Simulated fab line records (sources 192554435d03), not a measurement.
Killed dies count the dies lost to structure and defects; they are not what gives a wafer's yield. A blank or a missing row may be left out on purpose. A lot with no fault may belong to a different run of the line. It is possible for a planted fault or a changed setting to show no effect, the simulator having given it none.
Matching of chambers / flow n5 finfet / rie diel-04 running N5_BEOL_M15_DESCUM_33: 4 sister chambers
The step chemistry O2, time 7.9 s. 22 wafers are shown with their chamber, then 11 later ones without.

== WAFERS PAIRED WITH THEIR CHAMBERS ==
wafer=L075.1; chamber=3; showerhead plenum p Torr (Torr)=2.22; throttle valve pct (%)=19.99; drypump motor current A (A)=5.2
wafer=L075.2; chamber=2; showerhead plenum p Torr (Torr)=2.17; throttle valve pct (%)=20.44; drypump motor current A (A)=5.5
wafer=L075.5; chamber=3; showerhead plenum p Torr (Torr)=2.22; throttle valve pct (%)=19.98; drypump motor current A (A)=5.2
wafer=L083.1; chamber=0; showerhead plenum p Torr (Torr)=2.15; throttle valve pct (%)=20.50; drypump motor current A (A)=5.0
wafer=L083.3; chamber=3; showerhead plenum p Torr (Torr)=2.22; throttle valve pct (%)=20.00; drypump motor current A (A)=5.2
wafer=L083.4; chamber=1; showerhead plenum p Torr (Torr)=2.02; throttle valve pct (%)=20.56; drypump motor current A (A)=5.2
wafer=L082.1; chamber=3; showerhead plenum p Torr (Torr)=2.22; throttle valve pct (%)=19.99; drypump motor current A (A)=5.2
wafer=L082.2; chamber=0; showerhead plenum p Torr (Torr)=2.15; throttle valve pct (%)=20.50; drypump motor current A (A)=5.0
wafer=L082.3; chamber=2; showerhead plenum p Torr (Torr)=2.16; throttle valve pct (%)=20.46; drypump motor current A (A)=5.5
wafer=L082.4; chamber=1; showerhead plenum p Torr (Torr)=2.02; throttle valve pct (%)=20.56; drypump motor current A (A)=5.1
wafer=L082.5; chamber=0; showerhead plenum p Torr (Torr)=2.15; throttle valve pct (%)=20.51; drypump motor current A (A)=4.9
wafer=L082.6; chamber=3; showerhead plenum p Torr (Torr)=2.22; throttle valve pct (%)=19.98; drypump motor current A (A)=5.2
wafer=L085.3; chamber=2; showerhead plenum p Torr (Torr)=2.16; throttle valve pct (%)=20.47; drypump motor current A (A)=5.5
wafer=L085.4; chamber=1; showerhead plenum p Torr (Torr)=2.02; throttle valve pct (%)=20.57; drypump motor current A (A)=5.2
wafer=L085.5; chamber=1; showerhead plenum p Torr (Torr)=2.02; throttle valve pct (%)=20.57; drypump motor current A (A)=5.2
wafer=L088.2; chamber=3; showerhead plenum p Torr (Torr)=2.21; throttle valve pct (%)=20.01; drypump motor current A (A)=5.2
wafer=L088.4; chamber=1; showerhead plenum p Torr (Torr)=2.02; throttle valve pct (%)=20.58; drypump motor current A (A)=5.2
wafer=L088.5; chamber=3; showerhead plenum p Torr (Torr)=2.22; throttle valve pct (%)=20.03; drypump motor current A (A)=5.2
wafer=L089.1; chamber=1; showerhead plenum p Torr (Torr)=2.02; throttle valve pct (%)=20.58; drypump motor current A (A)=5.2
wafer=L089.5; chamber=0; showerhead plenum p Torr (Torr)=2.15; throttle valve pct (%)=20.52; drypump motor current A (A)=4.9
wafer=L089.6; chamber=1; showerhead plenum p Torr (Torr)=2.02; throttle valve pct (%)=20.57; drypump motor current A (A)=5.2
wafer=L090.1; chamber=3; showerhead plenum p Torr (Torr)=2.21; throttle valve pct (%)=20.03; drypump motor current A (A)=5.2

SIGNATURES (averages over the wafers above)
reading=showerhead plenum p Torr; chamber 0=2.1500; chamber 1=2.0200; chamber 2=2.1633; chamber 3=2.2175; scatter within a chamber=0.00347
reading=throttle valve pct; chamber 0=20.5075; chamber 1=20.5700; chamber 2=20.4567; chamber 3=20.0012; scatter within a chamber=0.015
reading=drypump motor current A; chamber 0=4.950; chamber 1=5.186; chamber 2=5.500; chamber 3=5.200; scatter within a chamber=0.0321
Rule: a wafer's distance from a chamber is the root of the sum, over the readings, of the square of ((its reading less the chamber's mean) divided by the reading's scatter). If the next closest chamber is less than 2 further off than the closest, the wafer can't be placed; otherwise it belongs to the closest. The scatter: take each reading less its chamber's mean, square it, sum over the shown wafers, divide by the number of wafers less the number of chambers, and take the root.

== WAFERS MISSING THEIR CHAMBER ==
wafer=L090.2; showerhead plenum p Torr (Torr)=2.15; throttle valve pct (%)=20.52; drypump motor current A (A)=4.9
wafer=L090.5; showerhead plenum p Torr (Torr)=2.15; throttle valve pct (%)=20.53; drypump motor current A (A)=4.9
wafer=L093.3; showerhead plenum p Torr (Torr)=2.16; throttle valve pct (%)=20.50; drypump motor current A (A)=5.4
wafer=L093.5; showerhead plenum p Torr (Torr)=2.16; throttle valve pct (%)=20.50; drypump motor current A (A)=5.5
wafer=L093.6; showerhead plenum p Torr (Torr)=2.01; throttle valve pct (%)=20.59; drypump motor current A (A)=5.2
wafer=L096.1; showerhead plenum p Torr (Torr)=2.15; throttle valve pct (%)=20.16; drypump motor current A (A)=5.0
wafer=L096.2; showerhead plenum p Torr (Torr)=2.21; throttle valve pct (%)=20.03; drypump motor current A (A)=5.2
wafer=L096.4; showerhead plenum p Torr (Torr)=2.15; throttle valve pct (%)=20.16; drypump motor current A (A)=4.9
wafer=L097.1; showerhead plenum p Torr (Torr)=2.15; throttle valve pct (%)=20.51; drypump motor current A (A)=5.5
wafer=L097.4; showerhead plenum p Torr (Torr)=2.21; throttle valve pct (%)=20.05; drypump motor current A (A)=5.2
wafer=L097.6; showerhead plenum p Torr (Torr)=2.14; throttle valve pct (%)=20.17; drypump motor current A (A)=5.0

== WHICH CHAMBER EACH ONE RAN IN ==
wafer=L090.2; from the rows above=0; in truth=0
wafer=L090.5; from the rows above=0; in truth=0
wafer=L093.3; from the rows above=2; in truth=2
wafer=L093.5; from the rows above=2; in truth=2
wafer=L093.6; from the rows above=1; in truth=1
wafer=L096.1; from the rows above=can't be placed: 3 or 0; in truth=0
wafer=L096.2; from the rows above=3; in truth=3
wafer=L096.4; from the rows above=can't be placed: 0 or 3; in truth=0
wafer=L097.1; from the rows above=2; in truth=2
wafer=L097.4; from the rows above=3; in truth=3
wafer=L097.6; from the rows above=0; in truth=0
Correct placement for 9 of the 11. These rows do not allow placing 2 (true chamber among the candidates in 2). 0 placed wrongly.
